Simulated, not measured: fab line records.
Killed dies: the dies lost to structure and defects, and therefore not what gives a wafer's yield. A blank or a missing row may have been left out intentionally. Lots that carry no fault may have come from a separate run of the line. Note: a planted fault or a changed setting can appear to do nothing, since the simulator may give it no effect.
Chamber matching + flow nand harc + cmp-02 running NHARC_A_M1_CMP_23: 4 sister chambers
The step polishes, t overpolish 20 s, target thk 154.34 nm. 8 wafers are shown with their chamber, then 7 later ones without.

EACH WAFER AND ITS CHAMBER
| wafer  | chamber | motor current A (A) | time to endpoint s (s) |
|--------|---------|---------------------|------------------------|
| L079.5 | 2       | 12.7                | 31.8                   |
| L089.4 | 2       | 12.7                | 32.1                   |
| L089.5 | 1       | 9.8                 | 29.3                   |
| L096.1 | 3       | 11.8                | 29.9                   |
| L096.4 | 0       | 11.3                | 29.8                   |
| L096.6 | 0       | 11.6                | 29.6                   |
| L093.1 | 1       | 9.9                 | 32.5                   |
| L093.4 | 3       | 12.2                | 28.5                   |

WAFERS WHOSE CHAMBER IS MISSING
| wafer  | motor current A (A) | time to endpoint s (s) |
|--------|---------------------|------------------------|
| L093.6 | 11.4                | 30.8                   |
| L097.1 | 10.3                | 31.3                   |
| L097.2 | 11.3                | 28.3                   |
| L097.3 | 11.9                | 30.1                   |
| L097.4 | 12.4                | 31.2                   |
| L097.5 | 12.5                | 30.5                   |
| L097.6 | 11.8                | 29.1                   |

CHAMBER TAKEN BY EACH
| wafer  | from the rows above     | in truth |
|--------|-------------------------|----------|
| L093.6 | 0                       | 0        |
| L097.1 | 1                       | 1        |
| L097.2 | 0                       | 0        |
| L097.3 | can't be placed: 3 or 0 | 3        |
| L097.4 | can't be placed: 2 or 3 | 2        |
| L097.5 | can't be placed: 2 or 3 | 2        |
| L097.6 | can't be placed: 3 or 0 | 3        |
3 of 7 placed correctly. Not placeable from these rows: 4 (in 4, the candidates include the true chamber). Number placed wrongly: 0.
How it was worked out, from the rows above alone: a wafer's distance from a chamber is the root of the sum, over the readings, of the square of ((its reading less the chamber's mean) divided by the reading's scatter). The wafer belongs to the nearest chamber; if the next one is less than 2 further off, it can't be placed. The mean given for a chamber averages the wafers shown for that chamber. How the scatter is found: for the shown wafers, subtract from each reading the mean of its chamber, square and add these, divide the total by (wafers less chambers), then take the root.
